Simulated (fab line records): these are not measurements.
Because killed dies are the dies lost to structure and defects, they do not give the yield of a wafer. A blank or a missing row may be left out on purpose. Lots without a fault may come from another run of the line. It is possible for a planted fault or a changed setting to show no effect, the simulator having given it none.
Chamber matching + flow nand harc + 4 sister chambers for NHARC_THIN_TSV_ETCHBACK_48 on rie diel-08
The step etches the open film in C4F8/Ar, target depth 1028.5 nm, time 405.17 s. 8 wafers are shown with their chamber, then 7 later ones without.

## EACH WAFER AND ITS CHAMBER
| wafer  | chamber | rf vpp V (V) | oes product au (a.u.) |
|--------|---------|--------------|-----------------------|
| L320.1 | 3       | 544          | 0.93                  |
| L320.3 | 2       | 552          | 0.90                  |
| L320.5 | 2       | 552          | 0.90                  |
| L321.4 | 1       | 545          | 0.93                  |
| L321.5 | 0       | 546          | 0.94                  |
| L321.6 | 1       | 545          | 0.93                  |
| L324.2 | 3       | 545          | 0.94                  |
| L324.3 | 0       | 546          | 0.94                  |

## WAFERS WITH NO CHAMBER GIVEN
| wafer  | rf vpp V (V) | oes product au (a.u.) |
|--------|--------------|-----------------------|
| L324.6 | 552          | 0.93                  |
| L328.1 | 544          | 0.92                  |
| L328.5 | 553          | 0.91                  |
| L328.6 | 544          | 0.91                  |
| L337.2 | 542          | 0.92                  |
| L337.3 | 552          | 0.93                  |
| L337.5 | 544          | 0.91                  |

## EACH ONE'S CHAMBER
| wafer  | from the rows above     | in truth |
|--------|-------------------------|----------|
| L324.6 | 2                       | 2        |
| L328.1 | can't be placed: 1 or 3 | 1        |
| L328.5 | 2                       | 2        |
| L328.6 | can't be placed: 1 or 3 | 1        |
| L337.2 | can't be placed: 3 or 1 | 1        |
| L337.3 | 2                       | 2        |
| L337.5 | can't be placed: 1 or 3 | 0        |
Correctly placed: 3 of 7. Cannot be placed on the basis of these rows: 4; the candidates contain the true chamber in 3. Wrongly placed: 0.
How it was worked out, from the rows above alone: a wafer's distance from a chamber is the root of the sum, over the readings, of the square of ((its reading less the chamber's mean) divided by the reading's scatter). The wafer belongs to the nearest chamber; if the next one is less than 2 further off, it can't be placed. For every chamber, the mean is computed from those of its wafers that are shown. The scatter is the square root of a quotient: the sum, over the shown wafers, of each reading's squared deviation from its chamber's mean, divided by wafers minus chambers.
